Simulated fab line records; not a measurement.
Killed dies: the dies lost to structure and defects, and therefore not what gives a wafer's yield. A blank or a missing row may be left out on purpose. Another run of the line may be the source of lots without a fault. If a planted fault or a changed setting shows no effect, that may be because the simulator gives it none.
8D (eight disciplines) problem report, filled in by code    flow nand_harc    the parts of the form that need people (team, actions taken, sign-off) are left out

== 1. WHAT IS WRONG ==
killed_dies at NHARC_END_SORT_01 reads a mean of 594 on 1 wafer of 1 lot; wafers without a fault read 66 with a standard deviation of 23. Relative to the usual mean, that is a shift of +23 standard deviations.
First seen on wafer L598.4, day 30 10:21, on prober-01. The record holds 3 wafers of 1 lot with a number at this step. The rule behind "out" and "out of limits": a value lying over 4 standard deviations away from the usual mean. All remaining wafers that have a number are taken as sound.

== 2. WHAT THIS IS AND IS NOT ==
question                     is                            is not
which readings at this step  killed_dies, killed_at_array  killed_at_other, killed_at_periphery, killed_open, killed_short
which lots                   L598                          -
which wafers of those lots   L598.4                        L598.1, L598.6
read on which gauges         prober-01                     -
when                         from day 30 10:21             up to then (1 sound wafer); but 1 sound wafer of L598 came after

== 3. WHAT RULES OUT EACH SUSPECT ==
Counting: any tool at a process step up to the reading remains a suspect provided it ran every lot that is out. Sound lots after the first of them don't rule it out here, since some wafers of a struck lot are sound.
- the gauge at NHARC_END_SORT_01 has been ruled out. All the wafers that are out were read on prober-01, but those of them that NHARC_A_BLC_ETCH_17 has rows for are out there too, on other tools.
- cmp-04 at NHARC_A_CONTACT_CMP_20 (polishes, t overpolish 30 s, target thk 300 nm): kept. It ran the lot that is out, L598 (day 28 09:37).
- rie_diel-08 at NHARC_A_BLC_ETCH_16 (etches the open film in CF4, target depth 39 nm, time 65 s): kept. It ran the lot that is out, L598 (day 28 10:46).
- rie_diel-08 at NHARC_A_BLC_ETCH_17 (etches the open film in N2/H2, target depth 390 nm, time 609.38 s): kept. It ran the lot that is out, L598 (day 28 10:52). Its own run_length_s readings are out on those wafers.
- At NHARC_A_CONTACT_CMP_20 on cmp-04, chamber 1 took the sound wafers of the same lots and chamber 3 took the wafers that are out.
- At NHARC_A_BLC_ETCH_16 on rie_diel-08, chamber 0 took the sound wafers of the same lots and chamber 3 took the wafers that are out.
- At NHARC_A_BLC_ETCH_17 on rie_diel-08, chamber 1 took the sound wafers of the same lots and chamber 0 took the wafers that are out.
Left after counting: cmp-04 at NHARC_A_CONTACT_CMP_20, rie_diel-08 at NHARC_A_BLC_ETCH_16, rie_diel-08 at NHARC_A_BLC_ETCH_17.

== 4. THE CAUSE (what the simulator had put in) ==
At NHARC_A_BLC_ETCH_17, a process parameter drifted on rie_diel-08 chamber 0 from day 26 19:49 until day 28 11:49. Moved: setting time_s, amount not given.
This tool is one of the 3 suspects left after counting.

== 5. SEQUENCE OF EFFECTS, ordered by route ==
Rows list readings where the struck wafers' mean (over those with a number) sits beyond 3 standard deviations from the usual. Only readings for which the record gives a usual standard deviation are gone through. hours: the time from each lot's start at the first step in this table that gives one to its start at this step, as a median over the lots. sigmas: the change in usual standard deviations.
hours  step                 reading          usual    on struck wafers  change  sigmas
0      NHARC_A_BLC_ETCH_17  run_length_s     630.7 s  490.6             -140.1  -99 or more
47     NHARC_END_SORT_01    killed_at_array  61       586               +525    +22
47     NHARC_END_SORT_01    killed_dies      66       594               +528    +23
The process steps in it:
- NHARC_A_BLC_ETCH_17: etches the open film in N2/H2, target depth 390 nm, time 609.38 s.

== 6. HOW IT WOULD HAVE BEEN CAUGHT EARLIER ==
The first out-of-limits reading at a measuring or inspecting step in this record came at day 30 10:21, 87 hours after the fault's start at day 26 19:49.
Tool's own readings at NHARC_A_BLC_ETCH_17, run_length_s: out on all struck wafers the step has rows for; an alarm limit on them would have tripped on the first.
The start of NHARC_A_BLC_ETCH_17 on rie_diel-08 came by day 30 10:21 for every one of the lots that are out (1). Holding the tool at that point would not have protected any of them.
